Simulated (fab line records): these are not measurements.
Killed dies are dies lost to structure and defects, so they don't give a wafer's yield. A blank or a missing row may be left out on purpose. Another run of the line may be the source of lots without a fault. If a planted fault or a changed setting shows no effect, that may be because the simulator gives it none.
fab line records + flow nandHarc
record:
- lots: 6
- wafers: 18
- lastDay: 33
route steps=1302 shown P_GATE@124 END@1302
lots untouched by any fault: they come from a run of this same line in which no faults occurred
startH: hours from the record's first day to the start of the lot's first wafer shown + waitH: how many hours have passed since the lot's step before this one + " same as the row above + L1.1+2: a single row standing in for several wafers + - no value present, or no start provided + * or withheld: withheld + < > ~ a bound
route shown NAME@n: names a module that has steps shown in the file, with the first one's number in the route + usual: mean and standard deviation over wafers with no fault + same: alike in all rows + chamber/n: place in a boat + sites: each site's reading + _std_site: the standard deviation of these + _edge_site: outer sites' mean less inner sites' + radiusMm: how far each site lies from the wafer's centre + mask NAME#n: copy n + behind: the most recent tool/chamber to have shaped the wafer + hold: why the lot went on hold/how many hours it stayed there/how the hold came to an end + device: names the non-switching transistor (n, p or np) + end of line: the same wafers' tests at the end of the route + where a step has no rows: the recipe by itself + killed: not the wafer's yield, but the dies lost to structure and defects at the first sort + map: shows each die of a wafer: x if killed, . if not, _ if none is there
set.NAME: the setting as run; set.NAME@STEP: as run at that earlier step + model.NAME: the simulator's own value behind a step, which no gauge read
lots seen at some steps along the route; tables by step, rows by wafer
services: from which hour (startH, from the record's first day; less than 0 if before it) a tool's chamber was out of use, for how many hours, and why
== steps ==
step: NHARC_P_GATE_DESCUM_13
recipe:
- timeS: 3
- o2FlowSccm: 200
- arFlowSccm: 0
- biasPowerW: 0
- chemistry: O2
usual:
- chamberPressureMTorr: 60.00/0.048
- drypumpMotorCurrentA: 5.6/0.44
- oesProductAu: 0.999/0.014
- rfVppV: 57.8/0.83
- showerheadPlenumPTorr: 1.91/0.071
- throttleValvePct: 11.310/0.0089
same:
- biasPowerW: 0
| lot.wafer | tool       | chamber | startH | waitH | chamberPressureMTorr | drypumpMotorCurrentA | oesProductAu | rfHoursCounterH | rfVppV | showerheadPlenumPTorr | throttleValvePct |
|-----------|------------|---------|--------|-------|----------------------|----------------------|--------------|-----------------|--------|-----------------------|------------------|
| L321.3    | rieDiel-11 | 1       | 86.46  | -     | 60.00                | 6.1                  | 0.987        | 6.8             | 57.4   | 1.90                  | 11.292           |
| L321.2    | "          | 2       | "      | "     | 60.03                | 5.8                  | 0.979        | 6.0             | 57.0   | 1.91                  | 11.313           |
| L321.5    | "          | 2       | "      | "     | 60.00                | 5.8                  | 0.992        | -               | 56.5   | 1.91                  | 11.306           |
| L325.4    | rieDiel-04 | 1       | 122.16 | -     | 59.92                | 5.7                  | 1.029        | 5.2             | 58.3   | 1.99                  | 11.319           |
| L325.2    | "          | 3       | "      | "     | 59.97                | 5.8                  | 1.010        | 4.8             | 58.4   | 1.98                  | 11.313           |
| L325.5    | "          | 0       | "      | "     | 59.97                | 5.1                  | 1.025        | -               | 57.5   | 1.99                  | 11.300           |
| L336.1    | rieDiel-11 | 0       | 226.59 | -     | 59.95                | 6.0                  | 0.992        | 6.8             | 55.8   | 1.86                  | 11.314           |
| L336.5    | "          | 2       | "      | "     | 60.15                | 5.8                  | 0.989        | -               | 57.5   | 1.91                  | 11.324           |
| L336.6    | "          | 3       | "      | "     | 59.97                | 5.4                  | 0.979        | -               | 58.8   | 2.03                  | 11.309           |
| L337.1    | rieDiel-08 | 0       | 239.64 | -     | 59.98                | 5.5                  | 0.991        | 2.5             | 57.1   | 1.78                  | 11.309           |
| L337.3    | "          | 1       | "      | "     | 60.00                | 6.2                  | 0.996        | 2.0             | 58.4   | 1.93                  | 11.309           |
| L337.4    | "          | 0       | "      | "     | 59.92                | 5.5                  | 0.987        | -               | 56.3   | 1.78                  | 11.309           |
| L343.1    | rieDiel-04 | 2       | 301.93 | -     | 60.05                | 5.4                  | 1.001        | 7.6             | 57.2   | 1.87                  | 11.329           |
| L343.2    | "          | 3       | "      | "     | 60.01                | 5.8                  | 0.992        | 5.1             | 57.4   | 1.98                  | 11.306           |
| L343.4    | "          | 0       | "      | "     | 59.98                | 5.1                  | 1.004        | 8.2             | 60.1   | 1.99                  | 11.311           |
| L344.4    | rieDiel-08 | 0       | 308.45 | -     | 59.97                | 5.5                  | 0.994        | 5.2             | 58.2   | 1.78                  | 11.306           |
| L344.5    | "          | 2       | "      | "     | 60.00                | 4.6                  | 1.020        | -               | 58.9   | 1.83                  | 11.310           |
| L344.6    | "          | 3       | "      | "     | 60.02                | 5.7                  | 0.997        | -               | 56.3   | 1.91                  | 11.319           |
step: NHARC_P_GATE_ETCH_14
recipe:
- targetDepthA: 488
- chemistry: dHF
- material: SiO2
step: NHARC_P_GATE_STRIP_15
recipe:
- timeS: 780
- tempC: 130
- chemistry: SPM
step: NHARC_P_GATE_PRECLEAN_71
recipe:
- timeS: *
- tempC: 50
- bathAgeMin: 0
- chemistry: SC1
step: NHARC_P_GATE_SRD_72
step: NHARC_P_GATE_OXIDE_16
recipe:
- targetThkA: 30
- tempC: 875
- oxTimeS: 392
- material: SiO2
step: NHARC_P_GATE_CVD_17
recipe:
- targetThkA: 1500
- tempC: 620
- timeS: 900
- material: poly-Si
step: NHARC_P_GATE_HM_DEP_102
recipe:
- targetThkA: 1200
- tempC: 400
- material: aC
usual:
- throttleValvePct: 34.999/0.0092
| lot.wafer | tool      | chamber | startH | waitH | throttleValvePct |
|-----------|-----------|---------|--------|-------|------------------|
| L321.2    | aclDep-01 | 0       | 98.92  | 0.5   | 35.008           |
| L321.3    | "         | 0       | "      | "     | 34.990           |
| L321.5    | "         | 0       | "      | "     | 35.009           |
| L325.2    | aclDep-01 | 0       | 138.27 | 0.5   | 35.002           |
| L325.4    | "         | 0       | "      | "     | 34.971           |
| L325.5    | "         | 0       | "      | "     | 35.014           |
| L336.1    | aclDep-03 | 0       | 243.81 | 5.2   | 34.983           |
| L336.5    | "         | 0       | "      | "     | 35.013           |
| L336.6    | "         | 0       | "      | "     | 35.006           |
| L337.1    | aclDep-02 | 0       | 254.92 | 3.1   | 35.001           |
| L337.3    | "         | 0       | "      | "     | 34.999           |
| L337.4    | "         | 0       | "      | "     | 35.016           |
| L343.1    | aclDep-03 | 0       | 319.83 | 5.5   | 34.995           |
| L343.2    | "         | 0       | "      | "     | 35.007           |
| L343.4    | "         | 0       | "      | "     | 35.013           |
| L344.4    | aclDep-02 | 0       | 321.47 | 0.7   | 35.018           |
| L344.5    | "         | 0       | "      | "     | 35.007           |
| L344.6    | "         | 0       | "      | "     | 34.988           |
step: NHARC_P_GATE_DEP_103
recipe:
- targetThkA: 300
- targetThkNm: 30
- tempC: 400
- flowSccm: 200
- rfW: 350
- material: SiON
usual:
- heaterPowerW: 759/76
- rfFwdPowerW: 348.2/1.1
| lot.wafer | tool     | chamber | startH | waitH | heaterPowerW | rfFwdPowerW |
|-----------|----------|---------|--------|-------|--------------|-------------|
| L321.2    | pecvd-03 | 1       | 99.47  | 0.5   | 871          | 349.4       |
| L321.3    | "        | 2       | "      | "     | 844          | 347.0       |
| L321.5    | "        | 2       | "      | "     | 852          | 348.2       |
| L325.2    | pecvd-03 | 1       | 138.88 | 0.5   | 869          | 348.6       |
| L325.4    | "        | 2       | "      | "     | 910          | 349.4       |
| L325.5    | "        | 1       | "      | "     | 859          | 348.1       |
| L336.1    | pecvd-03 | 2       | 244.50 | 0.6   | 798          | 350.0       |
| L336.6    | "        | 2       | "      | "     | 753          | 348.8       |
| L336.5    | "        | 1       | "      | "     | 803          | 348.8       |
| L337.3    | pecvd-03 | 0       | 255.61 | 0.4   | 664          | 348.3       |
| L337.1    | "        | 1       | "      | "     | 819          | 348.2       |
| L337.4    | "        | 1       | "      | "     | 813          | 347.1       |
| L343.1    | pecvd-02 | 0       | 320.50 | 0.6   | 766          | 346.3       |
| L343.2    | "        | 2       | "      | "     | 549          | 350.2       |
| L343.4    | "        | 0       | "      | "     | 757          | 346.3       |
| L344.5    | pecvd-01 | 2       | 321.90 | 0.2   | 757          | 348.6       |
| L344.4    | "        | 0       | "      | "     | 819          | 347.9       |
| L344.6    | "        | 1       | "      | "     | 726          | 346.8       |
step: NHARC_P_GATE_DEHYDRATE_18
recipe:
- tempC: 150
- timeS: 120
step: NHARC_P_GATE_HMDS_19
recipe:
- timeS: 30
step: NHARC_P_GATE_COAT_20
recipe:
- spinRpm: 1500
- resistThkNm: 90
step: NHARC_P_GATE_SOFTBAKE_21
recipe:
- tempC: 105
- timeS: 55
usual:
- chillPlateTempC: 22.97/0.1
- heaterPowerTotalW: 188.44/0.13
| lot.wafer | tool          | chamber | startH | waitH | chillPlateTempC | heaterPowerTotalW |
|-----------|---------------|---------|--------|-------|-----------------|-------------------|
| L321.2    | lithoTrack-04 | 0       | 99     | -     | 23.11           | 188.58            |
| L321.3    | "             | 0       | "      | "     | 23.08           | 188.36            |
| L321.5    | "             | 0       | "      | "     | 22.98           | 188.34            |
| L325.2    | lithoTrack-06 | 0       | 139    | -     | 23.13           | 188.30            |
| L325.4    | "             | 0       | "      | "     | 23.22           | 188.32            |
| L325.5    | "             | 0       | "      | "     | 22.96           | 188.27            |
| L336.1    | lithoTrack-04 | 0       | 244    | -     | 22.77           | 323.05            |
| L336.5    | "             | 0       | "      | "     | 22.89           | 323.58            |
| L336.6    | "             | 0       | "      | "     | 22.83           | 322.99            |
| L337.1    | lithoTrack-04 | 0       | 255    | -     | 22.94           | 323.67            |
| L337.3    | "             | 0       | "      | "     | 23.00           | 323.08            |
| L337.4    | "             | 0       | "      | "     | 23.00           | 323.68            |
| L343.1    | lithoTrack-01 | 0       | 320    | -     | 22.92           | 188.26            |
| L343.2    | "             | 0       | "      | "     | 22.77           | 188.35            |
| L343.4    | "             | 0       | "      | "     | 22.90           | 188.43            |
| L344.4    | lithoTrack-01 | 0       | 322    | -     | 23.12           | 188.55            |
| L344.5    | "             | 0       | "      | "     | 23.09           | 188.31            |
| L344.6    | "             | 0       | "      | "     | 23.03           | 188.35            |
step: NHARC_P_GATE_EBR_22
step: NHARC_END_SORT_01
recipe:
- tempC: 25
usual:
- killedAtArray: 45/18
- killedAtOther: 0.9/1.3
- killedAtPeriphery: 3.7/2.2
- killedDies: 50/18
- killedOpen: 3.2/1.9
- killedShort: 2.4/1.6
same:
- grossDies: 677
| lot.wafer | tool      | chamber | startH | waitH | killedAtArray | killedAtOther | killedAtPeriphery | killedDies | killedOpen | killedShort |
|-----------|-----------|---------|--------|-------|---------------|---------------|-------------------|------------|------------|-------------|
| L325.2    | prober-02 | 0       | 611.04 | 2.8   | 55            | 0             | 4                 | 59         | 5          | 1           |
| L325.4    | prober-02 | 0       | 612.63 | 3.4   | 55            | 0             | 4                 | 59         | 6          | 3           |
| L325.5    | prober-02 | 0       | 613.42 | 3.7   | 40            | 0             | 3                 | 43         | 2          | 1           |
| L343.1    | prober-01 | 0       | 777.97 | 2.5   | 19            | 0             | 6                 | 25         | 4          | 3           |
| L343.2    | prober-01 | 0       | 778.76 | 2.8   | 23            | 0             | 5                 | 28         | 3          | 5           |
| L343.4    | prober-01 | 0       | 780.36 | 3.4   | 15            | 0             | 4                 | 19         | 2          | 3           |
killed by level:class
L325.2 A_CHANNEL_HOLE_D2:chamberFilmFlake=29 A_SLIT:chamberFilmFlake=11 A_BONDPAD:chamberFilmFlake=3 P_CONTACT:geometricParticle:open=2 A_CONTACT:chamberFilmFlake=2 A_M0:chamberFilmFlake=2 P_GATE:geometricParticle:open=1 A_CHANNEL_FILL_D1:geometricParticle:short=1
L325.4 A_SLIT:chamberFilmFlake=25 A_CHANNEL_HOLE_D2:chamberFilmFlake=12 A_CHANNEL_HOLE_D1:geometricParticle:open=3 A_M0:chamberFilmFlake=3 P_M0:chamberFilmFlake=2 A_CHANNEL_HOLE_D1:chamberFilmFlake=2 A_BONDPAD:chamberFilmFlake=2 P_M0:geometricParticle:open=1
L325.5 A_CHANNEL_HOLE_D2:chamberFilmFlake=15 A_SLIT:chamberFilmFlake=14 A_CONTACT:chamberFilmFlake=3 A_M0:chamberFilmFlake=3 A_DECK1_JOINT:chamberFilmFlake=2 P_STI:geometricParticle:short=1 P_CONTACT:geometricParticle:open=1 A_CHANNEL_FILL_D1:geometricParticle:open=1
L343.1 A_CONTACT:chamberFilmFlake=7 A_SLIT:chamberFilmFlake=4 P_ZERO_WELL:chamberFilmFlake=3 P_CONTACT:geometricParticle:open=1 P_M0:geometricParticle:open=1 P_M0:geometricParticle:short=1 A_CHANNEL_FILL_D1:geometricParticle:short=1 A_ONON_D2:geometricParticle:open=1
L343.2 A_SLIT:chamberFilmFlake=10 A_CONTACT:chamberFilmFlake=6 P_CONTACT:geometricParticle:short=2 A_WL_FILL:geometricParticle:short=2 P_CONTACT:geometricParticle:open=1 P_M0:geometricParticle:open=1 A_CHANNEL_FILL_D1:geometricParticle:short=1 A_SGD_CUT:geometricParticle:open=1
L343.4 A_SLIT:chamberFilmFlake=5 A_CONTACT:chamberFilmFlake=3 A_DECK1_JOINT:chamberFilmFlake=2 P_STI:geometricParticle:short=1 P_CONTACT:geometricParticle:short=1 A_CHANNEL_FILL_D1:geometricParticle:short=1 A_CHANNEL_FILL_D2:geometricParticle:open=1 A_SGD_CUT:geometricParticle:open=1
== services ==
| tool          | chamber | startH | hours | kind   |
|---------------|---------|--------|-------|--------|
| rieDiel-08    | 3       | 75.38  | 32.1  | repair |
| rieDiel-11    | -       | 98.31  | 9.0   | pm     |
| rieDiel-11    | 3       | 120.62 | 1.8   | repair |
| aclDep-03     | -       | 120.64 | 13.0  | pm     |
| pecvd-03      | -       | 123.01 | 0.2   | repair |
| rieDiel-04    | 1       | 132.03 | 14.0  | repair |
| rieDiel-08    | 0       | 142.42 | 2.7   | repair |
| lithoTrack-01 | -       | 155.00 | 7.0   | pm     |
| pecvd-03      | -       | 163.01 | 1.2   | repair |
| rieDiel-04    | -       | 177.90 | 9.0   | pm     |
| pecvd-03      | -       | 185.08 | 13.0  | pm     |
| rieDiel-04    | 1       | 187.13 | 15.8  | repair |
| aclDep-01     | -       | 188.84 | 4.5   | repair |
| rieDiel-08    | -       | 190.80 | 9.0   | pm     |
| aclDep-01     | -       | 193.35 | 13.0  | pm     |
| rieDiel-04    | 2       | 202.81 | 8.5   | repair |
| lithoTrack-04 | -       | 203.00 | 7.0   | pm     |
| rieDiel-04    | 1       | 203.94 | 5.0   | repair |
| rieDiel-08    | 2       | 210.77 | 8.3   | repair |
| rieDiel-08    | 1       | 212.70 | 6.9   | repair |
| rieDiel-04    | 3       | 218.81 | 16.7  | repair |
| pecvd-03      | -       | 221.00 | 0.6   | repair |
| pecvd-03      | -       | 237.40 | 2.7   | repair |
| pecvd-03      | -       | 255.86 | 0.9   | repair |
== key ==
firstSign:
- step: NHARC_P_GATE_SOFTBAKE_21
- reading: heaterPowerTotalW
- direction: up
- sigmas: 99+
- usual: *
- struck: *
effect none on later readings
metAt NHARC_P_GATE_SOFTBAKE_21
struckWafers L336.1,L336.5,L336.6,L337.1,L337.3,L337.4
testerLeftOut L336,L337
onsetBetween 99 244
fault:
- kind: processParameterDrift
- tool: lithoTrack-04
- chamber: -
- onsetH: 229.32
- steps: NHARC_P_GATE_SOFTBAKE_21
- channel: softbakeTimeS
- offset: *
- shape: step
- endH: 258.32
- actsIn: *
- stated: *
testerLeftOut: of these lots the tester's yield and bins aren't shown, on N5 and GAA mostly nor the transistor test; their killed dies are dies lost to structure and defects alone, not to doping, threshold or leakage, so they don't give the yield
